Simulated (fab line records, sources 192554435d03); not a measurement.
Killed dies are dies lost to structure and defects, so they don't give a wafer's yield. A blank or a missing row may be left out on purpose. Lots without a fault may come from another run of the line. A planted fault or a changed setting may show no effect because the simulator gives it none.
Chamber matching | flow n5_finfet | N5_MOL_CONTACT_COAG_CMP_23 on cmp-01: 4 sister chambers
The step polishes, stops on SiO2, t overpolish 1.5 s, target thk 0 nm. 4 wafers are shown with their chamber, then 11 later ones without.

WAFERS WITH THEIR CHAMBER
wafer  | chamber | time_to_endpoint_s (s)
L077.5 | 0       | 17.6
L087.1 | 1       | 11.0
L087.5 | 2       | 10.1
L088.2 | 3       | 11.1

WAFERS WITHOUT THEIR CHAMBER
wafer  | time_to_endpoint_s (s)
L088.3 | 8.9
L088.6 | 12.0
L089.2 | 8.7
L089.3 | 8.9
L089.5 | 7.0
L092.1 | 10.0
L092.2 | 12.7
L092.4 | 10.5
L094.1 | 3.7
L094.3 | 7.2
L094.4 | 8.3

WHICH CHAMBER EACH WENT THROUGH
wafer  | from the rows above               | in truth
L088.3 | can't be placed: 2 or 1 or 3      | 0
L088.6 | can't be placed: 3 or 1 or 2 or 0 | 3
L089.2 | can't be placed: 2 or 1 or 3      | 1
L089.3 | can't be placed: 2 or 1 or 3      | 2
L089.5 | can't be placed: 2 or 1 or 3      | 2
L092.1 | can't be placed: 2 or 1 or 3      | 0
L092.2 | can't be placed: 3 or 1 or 2 or 0 | 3
L092.4 | can't be placed: 2 or 1 or 3      | 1
L094.1 | can't be placed: 2 or 1 or 3      | 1
L094.3 | can't be placed: 2 or 1 or 3      | 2
L094.4 | can't be placed: 2 or 1 or 3      | 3
Placed correctly: 0 of 11. Can't be placed from these rows: 11 (the true chamber is among the candidates in 9). Placed wrongly: 0.
How it was worked out, from the rows above alone: a wafer's distance from a chamber is the root of the sum, over the readings, of the square of ((its reading less the chamber's mean) divided by the reading's scatter). The wafer belongs to the nearest chamber; if the next one is less than 2 further off, it can't be placed. A chamber's mean is the mean of its shown wafers. The scatter: with one shown wafer a chamber, the root of the mean of the squares of how far each hidden wafer lies from its nearest shown one.
